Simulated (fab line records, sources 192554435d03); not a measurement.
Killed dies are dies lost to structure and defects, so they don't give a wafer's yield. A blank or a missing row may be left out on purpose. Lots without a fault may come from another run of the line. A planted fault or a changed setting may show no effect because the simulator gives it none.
Chamber matching | flow n5_finfet | N5_BEOL_M6_STRIP_19 on rie_diel-06: 4 sister chambers
The step strips in O2. 8 wafers are shown with their chamber, then 11 later ones without.

WAFERS WITH THEIR CHAMBER
wafer  | chamber | drypump_motor_current_A (A) | showerhead_plenum_p_Torr (Torr)
L076.2 | 1       | 6.5                         | 2.14
L086.2 | 0       | 5.4                         | 1.98
L086.5 | 2       | 6.4                         | 2.15
L087.2 | 2       | 6.4                         | 2.15
L087.3 | 0       | 5.3                         | 1.98
L091.2 | 1       | 6.5                         | 2.13
L091.4 | 3       | 5.7                         | 2.11
L092.1 | 3       | 5.7                         | 2.11

WAFERS WITHOUT THEIR CHAMBER
wafer  | drypump_motor_current_A (A) | showerhead_plenum_p_Torr (Torr)
L092.3 | 5.3                         | 2.24
L092.4 | 6.4                         | 2.15
L093.1 | 5.3                         | 2.24
L093.5 | 5.4                         | 2.24
L093.6 | 6.5                         | 2.13
L097.2 | 5.3                         | 2.24
L097.4 | 6.4                         | 2.14
L097.5 | 5.4                         | 2.24
L094.2 | 5.3                         | 2.24
L094.3 | 6.4                         | 2.14
L094.5 | 5.7                         | 2.11

WHICH CHAMBER EACH WENT THROUGH
wafer  | from the rows above     | in truth
L092.3 | can't be placed: 3 or 2 | 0
L092.4 | 2                       | 2
L093.1 | can't be placed: 3 or 2 | 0
L093.5 | can't be placed: 3 or 2 | 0
L093.6 | 1                       | 1
L097.2 | can't be placed: 3 or 2 | 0
L097.4 | can't be placed: 2 or 1 | 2
L097.5 | can't be placed: 3 or 2 | 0
L094.2 | can't be placed: 3 or 2 | 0
L094.3 | can't be placed: 2 or 1 | 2
L094.5 | 3                       | 3
Placed correctly: 3 of 11. Can't be placed from these rows: 8 (the true chamber is among the candidates in 2). Placed wrongly: 0.
How it was worked out, from the rows above alone: a wafer's distance from a chamber is the root of the sum, over the readings, of the square of ((its reading less the chamber's mean) divided by the reading's scatter). The wafer belongs to the nearest chamber; if the next one is less than 2 further off, it can't be placed. A chamber's mean is the mean of its shown wafers. The scatter: the root of (the sum of the squares of (reading less its chamber's mean) over the shown wafers, divided by (wafers less chambers)).
